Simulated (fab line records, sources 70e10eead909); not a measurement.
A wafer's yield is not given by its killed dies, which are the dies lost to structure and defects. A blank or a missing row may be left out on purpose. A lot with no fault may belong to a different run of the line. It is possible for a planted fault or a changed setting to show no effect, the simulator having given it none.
A struck lot beside a sound one ; flow nandHarc ; 19 steps out of a route of 1159
Sound: these wafers, L539.1, L539.3, L539.5. Wafers L553.1, L553.3, L553.4 were the ones struck. The cause is given at the end.
At each step with rows: each side's tool, then ch and its chambers, then its first start. Under that, the readings that differ: sound wafers ; struck wafers ; difference of the means ; sigmas: that difference in standard deviations of wafers without a fault.
alike: same words and numbers on both sides, and readings whose means sit less than 2 such deviations apart. not compared: any withheld reading, any reading some wafer has no value for, any bound like >300 that may hide the same value, and any number with overlapping values for which the record gives no deviation.
A row with sigmas, a row that says differs or no value, or rows on one side alone: a step with any of these is where the two part. Numbers that don't overlap but have no deviation are shown without sigmas and don't part them. A reading missing from all wafers of one side parts the sides only when that side holds two or more wafers.

NHARC_A_ONON_D1_INSPECT_32:
  sound on defectInspect-01, day 8 11:49; struck on defectInspect-01, day 11 07:26
  alike: rawDefectCount
NHARC_A_CHANNEL_HOLE_D1_DEP_00: deposits aC, target thk 3100 nm.
  sound on aclDep-03 ch 0, day 8 13:08; struck on aclDep-03 ch 0, day 11 08:18
  alike: throttleValvePct
NHARC_A_CHANNEL_HOLE_D1_DEP_01: deposits SiON, target thk 140 nm.
  sound on pecvd-03 ch 1,2, day 8 15:03; struck on pecvd-03 ch 0,1, day 11 10:19
reading;sound;struck;difference;sigmas
heaterPowerOuterW (W);400 824 783;380 395 383;-283;-2
heaterPowerW (W);691 1141 1145;649 691 672;-322;-2
  alike: rfFwdPowerW
then, 8 steps without rows for these wafers: NHARC_A_CHANNEL_HOLE_D1_DEHYDRATE_02 (time 120 s); NHARC_A_CHANNEL_HOLE_D1_HMDS_03 (time 30 s); NHARC_A_CHANNEL_HOLE_D1_COAT_36 (time 75 s); NHARC_A_CHANNEL_HOLE_D1_COAT_37 (time 65 s); NHARC_A_CHANNEL_HOLE_D1_COAT_04 (resist thk 90 nm); NHARC_A_CHANNEL_HOLE_D1_SOFTBAKE_05 (time 55 s); NHARC_A_CHANNEL_HOLE_D1_EBR_06; NHARC_A_CHANNEL_HOLE_D1_EXPOSE_07 (exposes mask HOLE D1, target cd 100 nm).
NHARC_A_CHANNEL_HOLE_D1_PEB_08: peb time 65 s.
  sound on lithoTrack-04 ch 0, day 8 15:34; struck on lithoTrack-04 ch 0, day 11 11:07
then, 1 step without rows for these wafers: NHARC_A_CHANNEL_HOLE_D1_DEVELOP_09 (develop time 35 s).
NHARC_A_CHANNEL_HOLE_D1_CD_MEAS_10: target cd 100 nm.
  sound on cdSem-03 ch 0, day 8 15:38; struck on cdSem-01 ch 0, day 11 11:11
reading;sound;struck;difference;sigmas
cdNm (nm);99.7 99.3 99.6;100.4 101.1 100.7;+1.2;+2
NHARC_A_CHANNEL_HOLE_D1_OVL_MEAS_11:
  sound on overlay-01, day 8 15:44; struck on overlay-02, day 11 11:17
reading;sound;struck;difference;sigmas
overlayXNm (nm);-0.8 -0.5 -0.9;1.8 1.1 1.1;+2.1;+3
  alike: overlayYNm
NHARC_A_CHANNEL_HOLE_D1_INSPECT_12:
  sound on defectInspect-01, day 8 15:46; struck on defectInspect-01, day 11 11:19
  alike: rawDefectCount
NHARC_A_CHANNEL_HOLE_D1_DESCUM_15: chemistry O2, time 3 s.
  sound on rieDiel-01 ch 0,1, day 8 15:50; struck on rieDiel-02 ch 0,2,3, day 11 11:23
reading;sound;struck;difference;sigmas
model.A_CHANNEL_HOLE_D1.cdNm (nm);99.48 99.13 99.01;100 100.5 100.1;+1;
  alike: drypumpMotorCurrentA, oesProductAu, rfVppV, showerheadPlenumPTorr, throttleValvePct
  not compared: rfHoursCounterH
NHARC_A_CHANNEL_HOLE_D1_ETCH_38: etches the open film in CF4, target depth 39 nm, time 65 s.
  sound on rieDiel-01 ch 1,2, day 8 15:55; struck on rieDiel-02 ch 1,2,3, day 11 11:28
reading;sound;struck;difference;sigmas
model.A_CHANNEL_HOLE_D1.cdNm (nm);99.59 99.09 99.09;99.99 100.8 100.2;+1.07;
  alike: drypumpMotorCurrentA, oesProductAu, rfFwdPowerW, rfVppV, showerheadPlenumPTorr, throttleValvePct
  not compared: rfHoursCounterH
NHARC_A_CHANNEL_HOLE_D1_ETCH_39: etches the open film in N2/H2, target depth 260 nm, time 325 s.
  sound: rieDiel-01 ch 0,3; struck: rieDiel-02 ch 0,1,3
  alike: drypumpMotorCurrentA, oesProductAu, rfFwdPowerW, rfVppV, showerheadPlenumPTorr, throttleValvePct
  not compared: rfHoursCounterH

== WHERE THEY PART ==
At NHARC_A_CHANNEL_HOLE_D1_DEP_01 first; at NHARC_A_CHANNEL_HOLE_D1_OVL_MEAS_11 last (within this record only). Later steps at which nothing parts them and some readings are alike: NHARC_A_CHANNEL_HOLE_D1_INSPECT_12, NHARC_A_CHANNEL_HOLE_D1_DESCUM_15, NHARC_A_CHANNEL_HOLE_D1_ETCH_38, NHARC_A_CHANNEL_HOLE_D1_ETCH_39.

WHY: what the simulator had put in
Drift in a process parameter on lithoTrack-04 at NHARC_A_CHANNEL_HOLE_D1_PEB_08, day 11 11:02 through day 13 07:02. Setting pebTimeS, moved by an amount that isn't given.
